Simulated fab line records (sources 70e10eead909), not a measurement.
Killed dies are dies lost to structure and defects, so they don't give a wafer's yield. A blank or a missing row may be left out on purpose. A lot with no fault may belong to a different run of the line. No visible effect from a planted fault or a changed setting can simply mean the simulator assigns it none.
Chamber matching / flow nand_harc / NHARC_A_BONDPAD_CMP_29 on cmp-04: 4 sister chambers
The step polishes SiCN, target thk 200 nm. 8 wafers are shown with their chamber, then 8 later ones without.

== WAFERS PAIRED WITH THEIR CHAMBERS ==
wafer=L074.1; chamber=1; motor_current_A (A)=11.5; edge_zone_pressure_frac=1.010
wafer=L074.2; chamber=0; motor_current_A (A)=12.6; edge_zone_pressure_frac=0.995
wafer=L082.1; chamber=0; motor_current_A (A)=12.1; edge_zone_pressure_frac=0.994
wafer=L082.5; chamber=2; motor_current_A (A)=11.5; edge_zone_pressure_frac=0.998
wafer=L085.3; chamber=1; motor_current_A (A)=11.1; edge_zone_pressure_frac=1.009
wafer=L085.5; chamber=2; motor_current_A (A)=11.1; edge_zone_pressure_frac=1.001
wafer=L085.6; chamber=3; motor_current_A (A)=14.4; edge_zone_pressure_frac=1.005
wafer=L087.1; chamber=3; motor_current_A (A)=14.0; edge_zone_pressure_frac=1.013

== WAFERS MISSING THEIR CHAMBER ==
wafer=L087.5; motor_current_A (A)=11.9; edge_zone_pressure_frac=1.006
wafer=L087.6; motor_current_A (A)=10.9; edge_zone_pressure_frac=0.990
wafer=L088.4; motor_current_A (A)=11.0; edge_zone_pressure_frac=1.003
wafer=L088.5; motor_current_A (A)=14.6; edge_zone_pressure_frac=0.996
wafer=L088.6; motor_current_A (A)=11.0; edge_zone_pressure_frac=0.993
wafer=L091.2; motor_current_A (A)=10.9; edge_zone_pressure_frac=0.998
wafer=L091.3; motor_current_A (A)=12.3; edge_zone_pressure_frac=0.995
wafer=L091.6; motor_current_A (A)=11.7; edge_zone_pressure_frac=0.998

== WHICH CHAMBER EACH WENT THROUGH ==
wafer=L087.5; from the rows above=can't be placed: 1 or 2 or 0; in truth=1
wafer=L087.6; from the rows above=can't be placed: 2 or 0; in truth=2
wafer=L088.4; from the rows above=can't be placed: 2 or 1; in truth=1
wafer=L088.5; from the rows above=3; in truth=3
wafer=L088.6; from the rows above=2; in truth=2
wafer=L091.2; from the rows above=2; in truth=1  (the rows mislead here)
wafer=L091.3; from the rows above=0; in truth=0
wafer=L091.6; from the rows above=can't be placed: 2 or 0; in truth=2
Correct placement for 3 of the 8. From these rows, 4 cannot be placed; in 4 the true chamber is one of the candidates. Wrongly placed: 1.
How it was worked out, from the rows above alone: a wafer's distance from a chamber is the root of the sum, over the readings, of the square of ((its reading less the chamber's mean) divided by the reading's scatter). The wafer belongs to the nearest chamber; if the next one is less than 2 further off, it can't be placed. For every chamber, the mean is computed from those of its wafers that are shown. How the scatter is found: for the shown wafers, subtract from each reading the mean of its chamber, square and add these, divide the total by (wafers less chambers), then take the root.
